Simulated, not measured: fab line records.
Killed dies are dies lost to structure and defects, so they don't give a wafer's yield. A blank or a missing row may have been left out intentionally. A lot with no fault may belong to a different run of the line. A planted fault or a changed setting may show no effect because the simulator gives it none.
The tool behind it: which one? :: flow n5-finfet :: Sampling: 10 lots, 30 wafers, 5 of 1938 route steps

== WHAT THE GAUGES SHOWED, per wafer ==
N5_BEOL_M4_RC_MEAS_101.
lot: L958
measured: day 8 12:22
on: prober-02
DIBL_N (mV/V): 34.5 35.0 35.1

lot: L959
measured: day 8 17:25
on: prober-02
DIBL_N (mV/V): 36.5 34.5 34.4

lot: L960
measured: day 8 19:13
on: prober-01
DIBL_N (mV/V): 34.9 35.2 36.4

lot: L961
measured: day 8 19:07
on: prober-02
DIBL_N (mV/V): 38.1 39.6 39.5

lot: L963
measured: day 9 22:37
on: prober-02
DIBL_N (mV/V): 40.6 39.2 41.7

lot: L966
measured: day 10 11:44
on: prober-01
DIBL_N (mV/V): 39.3 36.6 39.0

lot: L972
measured: day 11 16:44
on: prober-01
DIBL_N (mV/V): 37.0 34.6 34.3

lot: L974
measured: day 12 15:49
on: prober-02
DIBL_N (mV/V): 36.1 38.4 40.0

lot: L981
measured: day 13 23:31
on: prober-01
DIBL_N (mV/V): 37.5 35.8 38.0

lot: L980
measured: day 14 01:47
on: prober-01
DIBL_N (mV/V): 34.4 33.3 32.8

== EACH LOT AND THE TOOL THAT RAN IT (in order: tool; ch and the chambers of the sampled wafers; start) ==
lot: L958
N5_HKMG_FIN_RTA_80: rtp-anneal-01 ch 0, day 4 04:05
N5_BEOL_M4_ANNEAL_91: pvd-sputter-01, day 8 10:13
N5_BEOL_M4_SPUTTER_96: pvd-sputter-01, day 8 10:47
N5_BEOL_M4_DEP_57: pecvd-04 ch 0,1,2, day 8 11:47

lot: L959
N5_HKMG_FIN_RTA_80: rtp-anneal-01 ch 0, day 4 10:33
N5_BEOL_M4_ANNEAL_91: pvd-sputter-02, day 8 15:05
N5_BEOL_M4_SPUTTER_96: pvd-sputter-02, day 8 15:40
N5_BEOL_M4_DEP_57: pecvd-03 ch 0,1, day 8 17:08

lot: L960
N5_HKMG_FIN_RTA_80: rtp-anneal-02 ch 0, day 4 14:49
N5_BEOL_M4_ANNEAL_91: pvd-sputter-02, day 8 17:17
N5_BEOL_M4_SPUTTER_96: pvd-sputter-02, day 8 17:52
N5_BEOL_M4_DEP_57: pecvd-02 ch 1,2, day 8 18:56

lot: L961
N5_HKMG_FIN_RTA_80: rtp-anneal-01 ch 0, day 4 21:38
N5_BEOL_M4_ANNEAL_91: pvd-sputter-01, day 8 17:10
N5_BEOL_M4_SPUTTER_96: pvd-sputter-01, day 8 17:44
N5_BEOL_M4_DEP_57: pecvd-03 ch 0,2, day 8 18:59

lot: L963
N5_HKMG_FIN_RTA_80: rtp-anneal-01 ch 0, day 5 19:21
N5_BEOL_M4_ANNEAL_91: pvd-sputter-02, day 9 20:38
N5_BEOL_M4_SPUTTER_96: pvd-sputter-02, day 9 21:13
N5_BEOL_M4_DEP_57: pecvd-02 ch 1,2, day 9 22:11

lot: L966
N5_HKMG_FIN_RTA_80: rtp-anneal-01 ch 0, day 6 03:29
N5_BEOL_M4_ANNEAL_91: pvd-sputter-02, day 10 10:03
N5_BEOL_M4_SPUTTER_96: pvd-sputter-02, day 10 10:38
N5_BEOL_M4_DEP_57: pecvd-03 ch 0,1,2, day 10 11:37

lot: L972
N5_HKMG_FIN_RTA_80: rtp-anneal-01 ch 0, day 7 16:32
N5_BEOL_M4_ANNEAL_91: pvd-sputter-02, day 11 14:53
N5_BEOL_M4_SPUTTER_96: pvd-sputter-02, day 11 15:28
N5_BEOL_M4_DEP_57: pecvd-02 ch 0,1,2, day 11 16:27

lot: L974
N5_HKMG_FIN_RTA_80: rtp-anneal-02 ch 0, day 8 10:17
N5_BEOL_M4_ANNEAL_91: pvd-sputter-03, day 12 13:49
N5_BEOL_M4_SPUTTER_96: pvd-sputter-03, day 12 14:24
N5_BEOL_M4_DEP_57: pecvd-02 ch 0,1,2, day 12 15:24

lot: L981
N5_HKMG_FIN_RTA_80: rtp-anneal-02 ch 0, day 10 04:01
N5_BEOL_M4_ANNEAL_91: pvd-sputter-02, day 13 21:40
N5_BEOL_M4_SPUTTER_96: pvd-sputter-02, day 13 22:15
N5_BEOL_M4_DEP_57: pecvd-04 ch 0,2, day 13 23:14

lot: L980
N5_HKMG_FIN_RTA_80: rtp-anneal-01 ch 0, day 10 07:12
N5_BEOL_M4_ANNEAL_91: pvd-sputter-01, day 14 00:06
N5_BEOL_M4_SPUTTER_96: pvd-sputter-01, day 14 00:41
N5_BEOL_M4_DEP_57: pecvd-04 ch 0,1,2, day 14 01:40
- N5_HKMG_FIN_RTA_80: time 2 s.
- N5_BEOL_M4_ANNEAL_91: time 240 s.
- N5_BEOL_M4_SPUTTER_96: material Cu, target thk 4.5 nm, time 8.29 s.
- N5_BEOL_M4_DEP_57: deposits SiCN from 3MS/NH3, target thk 8 nm, time 14 s.

== THE ANSWER, worked out from the rows above alone ==
Rule: the usual values come from the lots themselves. Put in order of their means at a reading, lots are off if they are a third of the lots or fewer, leave a main group of 4 or more, and stand apart from it by a gap of 3 or more times the standard deviation of the main group's means; of several such gaps the widest counts. A main group is skipped when, at the precision printed for the reading in the tables above, its means are all equal. Also off: a lot with no number at a reading for which 4 or more lots have one. Where the step has rows for the other lots, those lots are counted as sound.
No lot is off at any reading shown: from this, nothing can be told.

== WHAT THE SIMULATOR HAD INSERTED ==
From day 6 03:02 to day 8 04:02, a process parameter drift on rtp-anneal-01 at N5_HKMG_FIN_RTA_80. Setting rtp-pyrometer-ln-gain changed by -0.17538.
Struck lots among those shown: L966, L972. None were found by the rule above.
